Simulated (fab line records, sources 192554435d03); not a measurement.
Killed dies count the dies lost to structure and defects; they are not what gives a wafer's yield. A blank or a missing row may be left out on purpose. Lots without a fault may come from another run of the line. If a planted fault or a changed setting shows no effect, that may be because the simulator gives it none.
What tool caused it? | flow n5Finfet | 41 wafers from 14 lots sampled at 4 of the route's 1938 steps

## WHAT EACH GAUGE READ, for each wafer
N5_BEOL_M15_RS_MEAS_54: measurement is done with a four-point probe. Usual: M15_RS typically reads 0.0217 ohm/sq, with standard deviation 0.00043.
lot  | measured     | on           | M15_RS (ohm/sq)      | flag
L954 | day 12 12:59 | filmMetro-01 | 0.0213 0.0214 0.0214 | 
L955 | day 13 02:04 | filmMetro-02 | 0.0219 0.0218        | 
L959 | day 13 14:48 | filmMetro-02 | 0.0215 0.0218 0.0226 | 
L958 | day 14 11:38 | filmMetro-02 | 0.0218 0.0223 0.0214 | 
L960 | day 14 18:52 | filmMetro-02 | 0.0212 0.0220 0.0213 | 
L963 | day 15 14:18 | filmMetro-01 | 0.0216 0.0218 0.0218 | 
L965 | day 16 03:44 | filmMetro-01 | 0.0218 0.0215 0.0208 | 
L967 | day 16 12:09 | filmMetro-02 | 0.0221 0.0220 0.0220 | 
L968 | day 17 03:21 | filmMetro-01 | 0.0215 0.0210 0.0214 | 
L966 | day 17 13:26 | filmMetro-01 | 0.0217 0.0216 0.0216 | 
L973 | day 18 12:04 | filmMetro-02 | 0.0218 0.0215 0.0216 | 
L974 | day 18 12:53 | filmMetro-01 | 0.0216 0.0210 0.0216 | 
L975 | day 19 00:01 | filmMetro-01 | 0.0221 0.0216 0.0221 | 
L976 | day 19 18:45 | filmMetro-01 | 0.0213 0.0214 0.0216 | 

N5_MIM_TOP_LITHO_OVL_MEAS_11. Usual: MIM_TOP_OVL typically reads 1 nm, with standard deviation 5.4.
lot  | measured     | on         | MIM_TOP_OVL (nm) | flag
L954 | day 12 15:47 | overlay-02 | -6 -1 3          | 
L955 | day 13 09:49 | overlay-01 | 2 9              | 
L959 | day 13 20:13 | overlay-02 | 8 8 11           | 
L958 | day 14 17:37 | overlay-02 | 1 -3 -5          | 
L960 | day 14 21:40 | overlay-01 | -12 3 -6         | 
L963 | day 15 20:37 | overlay-02 | 3 2 -5           | 
L965 | day 16 06:20 | overlay-02 | 7 10 5           | 
L967 | day 16 20:26 | overlay-01 | 3 1 1            | 
L968 | day 17 08:03 | overlay-01 | 2 4 -4           | 
L966 | day 17 16:22 | overlay-01 | -12 -7 -5        | 
L973 | day 18 15:39 | overlay-02 | - - -            | OFF
L974 | day 18 15:49 | overlay-01 | - - -            | OFF
L975 | day 19 03:47 | overlay-01 | 6 5 9            | 
L976 | day 19 23:03 | overlay-02 | -3 0 4           | 

## WHICH TOOL RAN EACH LOT (tool, then ch and the chambers of the sampled wafers, then the start)
lot  | N5_MIM_TOP_SPUTTER_03       | N5_MIM_TOP_LITHO_PEB_06
L954 | pvdSputter-02, day 12 15:15 | lithoTrack-02 ch 0, day 12 15:38
L955 | pvdSputter-03, day 13 09:24 | lithoTrack-01 ch 0, day 13 09:40
L959 | pvdSputter-02, day 13 19:40 | lithoTrack-04 ch 0, day 13 20:03
L958 | pvdSputter-02, day 14 17:04 | lithoTrack-04 ch 0, day 14 17:28
L960 | pvdSputter-03, day 14 21:08 | lithoTrack-04 ch 0, day 14 21:31
L963 | pvdSputter-03, day 15 20:12 | lithoTrack-04 ch 0, day 15 20:28
L965 | pvdSputter-02, day 16 05:47 | lithoTrack-02 ch 0, day 16 06:11
L967 | pvdSputter-03, day 16 19:53 | lithoTrack-02 ch 0, day 16 20:17
L968 | pvdSputter-01, day 17 07:38 | lithoTrack-02 ch 0, day 17 07:54
L966 | pvdSputter-01, day 17 15:57 | lithoTrack-04 ch 0, day 17 16:13
L973 | pvdSputter-01, day 18 15:06 | lithoTrack-04, day 18 15:30
L974 | pvdSputter-02, day 18 15:14 | lithoTrack-02, day 18 15:40
L975 | pvdSputter-02, day 19 03:15 | lithoTrack-01 ch 0, day 19 03:38
L976 | pvdSputter-01, day 19 22:30 | lithoTrack-02 ch 0, day 19 22:54
- N5_MIM_TOP_SPUTTER_03: material TiN, target thk 35 nm, time 89.7 s.
- N5_MIM_TOP_LITHO_PEB_06

## WHAT THE TOOLS THEMSELVES READ (means of the sampled wafers that have a number; where no wafer has one, the mark that the record gives instead)
N5_MIM_TOP_SPUTTER_03. Usual: substrateTempC 199.98 C, standard deviation 0.17; throttleValvePct 30.4 %, standard deviation 1.3.
lot  | tool          | substrateTempC (C) | throttleValvePct (%) | flag
L954 | pvdSputter-02 | 200.07             | 29.1                 | 
L955 | pvdSputter-03 | 199.85             | 30.9                 | 
L959 | pvdSputter-02 | 200.19             | 29.2                 | 
L958 | pvdSputter-02 | 200.02             | 29.3                 | 
L960 | pvdSputter-03 | 199.98             | 30.2                 | 
L963 | pvdSputter-03 | 200.03             | 29.8                 | 
L965 | pvdSputter-02 | 200.01             | 29.7                 | 
L967 | pvdSputter-03 | 199.95             | 30.2                 | 
L968 | pvdSputter-01 | 199.84             | 30.6                 | 
L966 | pvdSputter-01 | 199.85             | 31.4                 | 
L973 | pvdSputter-01 | 199.93             | 31.5                 | 
L974 | pvdSputter-02 | 199.87             | 29.3                 | 
L975 | pvdSputter-02 | 199.97             | 30.0                 | 
L976 | pvdSputter-01 | 200.13             | 32.4                 | 

N5_MIM_TOP_LITHO_PEB_06. Usual: exhaustPa 45.2 Pa, standard deviation 0.9.
lot  | tool          | exhaustPa (Pa) | flag
L954 | lithoTrack-02 | 45.1           | 
L955 | lithoTrack-01 | 45.5           | 
L959 | lithoTrack-04 | 45.2           | 
L958 | lithoTrack-04 | 46.1           | 
L960 | lithoTrack-04 | 45.7           | 
L963 | lithoTrack-04 | 44.7           | 
L965 | lithoTrack-02 | 46.9           | 
L967 | lithoTrack-02 | 46.2           | 
L968 | lithoTrack-02 | 44.2           | 
L966 | lithoTrack-04 | 45.2           | 
L973 | lithoTrack-04 | -              | OFF
L974 | lithoTrack-02 | -              | OFF
L975 | lithoTrack-01 | 44.8           | 
L976 | lithoTrack-02 | 46.0           | 

## THE ANSWER, worked out from the rows above alone
Rule: a lot counts as off when the mean over its wafers that have a number is more than 3 standard deviations away from the usual mean. Also off: a lot with no number at a reading for which 4 or more lots have one. All remaining lots with rows at the step are treated as sound. After the gauges, taken in route order, come the tools' own readings; for these a lot's mean is taken, as printed above. At the first step where some lot is off, the reading lying furthest off is the one used; lots without a number count as furthest.
Off: L973, L974, seen at N5_MIM_TOP_LITHO_OVL_MEAS_11 (MIM_TOP_OVL). Without a number there: L973, L974.
If a tool, at a process step before that reading, ran all the lots that are off and no sound lot after the first of them, it fits. The gauges at N5_MIM_TOP_LITHO_OVL_MEAS_11 aren't tried: what is off there is off at N5_MIM_TOP_LITHO_PEB_06 too, on other tools, and a gauge's error can't cause that. None of those tried fits.

## WHAT THE SIMULATOR PUT IN
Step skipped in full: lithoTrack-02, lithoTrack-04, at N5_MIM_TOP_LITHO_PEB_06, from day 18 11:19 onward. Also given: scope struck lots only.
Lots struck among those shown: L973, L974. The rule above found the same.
